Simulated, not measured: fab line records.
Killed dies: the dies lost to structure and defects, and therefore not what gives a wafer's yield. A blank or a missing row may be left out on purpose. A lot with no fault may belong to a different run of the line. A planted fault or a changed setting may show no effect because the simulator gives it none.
Matching of chambers ; flow nand harc ; NHARC_A_M0_CMP_23 on cmp-02: 4 sister chambers
The step polishes, t overpolish 20 s, target thk 113.75 nm. 4 wafers are shown with their chamber, then 11 later ones without.

## WAFERS WITH THEIR CHAMBER
wafer;chamber;motor current A (A)
L080.3;3;11.5
L084.4;0;11.1
L084.6;2;12.8
L087.1;1;10.9

## WAFERS WITH NO CHAMBER GIVEN
wafer;motor current A (A)
L087.4;11.5
L087.5;11.5
L090.1;11.5
L090.5;11.6
L090.6;13.4
L097.3;11.5
L097.5;13.0
L097.6;11.1
L096.1;10.7
L096.3;11.6
L096.4;12.2

## WHICH CHAMBER EACH WENT THROUGH
wafer;from the rows above;in truth
L087.4;can't be placed: 3 or 0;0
L087.5;can't be placed: 3 or 0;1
L090.1;can't be placed: 3 or 0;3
L090.5;can't be placed: 3 or 0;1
L090.6;2;2
L097.3;can't be placed: 3 or 0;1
L097.5;2;2
L097.6;can't be placed: 0 or 1 or 3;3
L096.1;can't be placed: 1 or 0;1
L096.3;can't be placed: 3 or 0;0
L096.4;can't be placed: 2 or 3 or 0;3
Correct placement for 2 of the 11. Not placeable from these rows: 9 (in 6, the candidates include the true chamber). Number placed wrongly: 0.
How it was worked out, from the rows above alone: a wafer's distance from a chamber is the root of the sum, over the readings, of the square of ((its reading less the chamber's mean) divided by the reading's scatter). If the next closest chamber is less than 2 further off than the closest, the wafer can't be placed; otherwise it belongs to the closest. A chamber's mean is the mean of its shown wafers. The scatter: with one shown wafer a chamber, the root of the mean of the squares of how far each hidden wafer lies from its nearest shown one.
